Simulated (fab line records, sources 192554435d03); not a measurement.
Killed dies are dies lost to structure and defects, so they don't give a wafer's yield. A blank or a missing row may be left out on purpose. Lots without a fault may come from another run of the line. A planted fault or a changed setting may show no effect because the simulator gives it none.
Problem report in the 8D (eight disciplines) form, filled by code | flow n5_finfet | the parts of the form that need people (team, actions taken, sign-off) are left out

1. THE PROBLEM
M10_THK at N5_BEOL_M10_THK_MEAS_53 reads a mean of 246.0 nm on 1 wafer of 1 lot; wafers without a fault read 139.2 nm with a standard deviation of 2.4. That is +45 standard deviations from the usual mean.
The step: measures by xrf.
First seen on wafer L534.4, day 14 09:37, on film_metro-02. The record holds 24 wafers of 8 lots with a number at this step. Rule for "out", or "out of limits": more than 4 standard deviations from the usual mean. The other wafers with a number count as sound.

2. WHAT IT IS AND WHAT IT IS NOT
question                    | is                | is not
which readings at this step | M10_THK           | -
which lots                  | L534              | L528, L540, L541, L543, L544, L545, L547
which wafers of those lots  | L534.4            | L534.1, L534.3
read on which gauges        | film_metro-02     | film_metro-01
when                        | from day 14 09:37 | up to then (5 sound wafers); but 18 sound wafers of L540, L541, L543, L544, L545, L547 came after

3. SUSPECTS, AND WHAT RULES EACH OUT
Counting: a tool at a process step up to the reading stays a suspect if it ran every lot that is out. Sound lots after the first of them don't rule it out here, since some wafers of a struck lot are sound.
- the gauge at N5_BEOL_M10_THK_MEAS_53: ruled out. All the wafers that are out were read on film_metro-02, but those of them that N5_BEOL_M10_CMP_52 has rows for are out there too, on other tools.
- uv_cure-01 at N5_BEOL_M10_CURE_72 (cures SiCOH lowk, time 120 s): kept. It ran the lot that is out, L534 (day 14 06:12).
- cmp-04 at N5_BEOL_M10_CMP_52 (polishes, stops on SiCOH lowk, t overpolish 7 s, target thk 140 nm): kept. It ran the lot that is out, L534 (day 14 09:19). Its own readings are out on those wafers: barrier_field_endpoint_s, overpolish_run_s, time_to_endpoint_s.
- Within cmp-04 at N5_BEOL_M10_CMP_52: the wafers that are out ran in chamber 0; their sound lot-mates ran in chambers 1, 2.
Left after counting: uv_cure-01 at N5_BEOL_M10_CURE_72, cmp-04 at N5_BEOL_M10_CMP_52.

4. THE CAUSE (what the simulator had put in)
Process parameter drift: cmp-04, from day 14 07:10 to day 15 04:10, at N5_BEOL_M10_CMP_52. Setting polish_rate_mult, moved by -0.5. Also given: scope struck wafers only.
Counting left 2 suspects, and this tool is among them.

5. THE CHAIN OF EFFECTS, in route order
Each row: a reading whose mean over the struck wafers that have a number lies more than 3 standard deviations from the usual. Only readings for which the record gives a usual standard deviation are gone through. hours: the time from each lot's start at the first step in this table that gives one to its start at this step, as a median over the lots. sigmas: the change in usual standard deviations.
hours | step                    | reading                  | usual    | on struck wafers | change | sigmas
0     | N5_BEOL_M10_CMP_52      | barrier_field_endpoint_s | 28.6 s   | 47.0             | +18.4  | +32
0     | N5_BEOL_M10_CMP_52      | overpolish_run_s         | 6.999 s  | 0.036            | -6.963 | -99 or more
0     | N5_BEOL_M10_CMP_52      | time_to_endpoint_s       | 64.3 s   | 86.8             | +22.5  | +10
0     | N5_BEOL_M10_THK_MEAS_53 | M10_THK                  | 139.2 nm | 246.0            | +106.8 | +45
0     | N5_BEOL_M10_INSPECT_58  | raw_defect_count         | 72       | 2256             | +2184  | +95
48    | N5_PASSIVATION_PROBE_49 | defect_limited_yield     | 90.9 %   | 0.0              | -90.9  | -70
48    | N5_PASSIVATION_PROBE_49 | killed_at_M4_up          | 13       | 1086             | +1073  | +99 or more
48    | N5_PASSIVATION_PROBE_49 | killed_dies              | 107      | 1180             | +1073  | +67
48    | N5_PASSIVATION_PROBE_49 | killed_on_rim            | 14       | 152              | +138   | +34
48    | N5_PASSIVATION_PROBE_49 | sort_n_pass              | 1073     | 0                | -1073  | -67
48    | N5_PASSIVATION_PROBE_49 | sort_yield_pct           | 90.9 %   | 0.0              | -90.9  | -70
The process steps in it:
- N5_BEOL_M10_CMP_52: polishes, stops on SiCOH lowk, t overpolish 7 s, target thk 140 nm.
- N5_PASSIVATION_PROBE_49

6. WHAT WOULD HAVE CAUGHT IT SOONER
In this record the first reading out of limits at a measuring or inspecting step was taken at day 14 09:37, 2 hours after the fault began at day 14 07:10.
The tool's own readings at N5_BEOL_M10_CMP_52 were out on every struck wafer that the step has a row for (barrier_field_endpoint_s, overpolish_run_s, time_to_endpoint_s): an alarm limit on them would have fired on the first of those.
All the lots that are out (1) had begun N5_BEOL_M10_CMP_52 on cmp-04 by day 14 09:37. A hold on the tool at that time would have spared none of them.
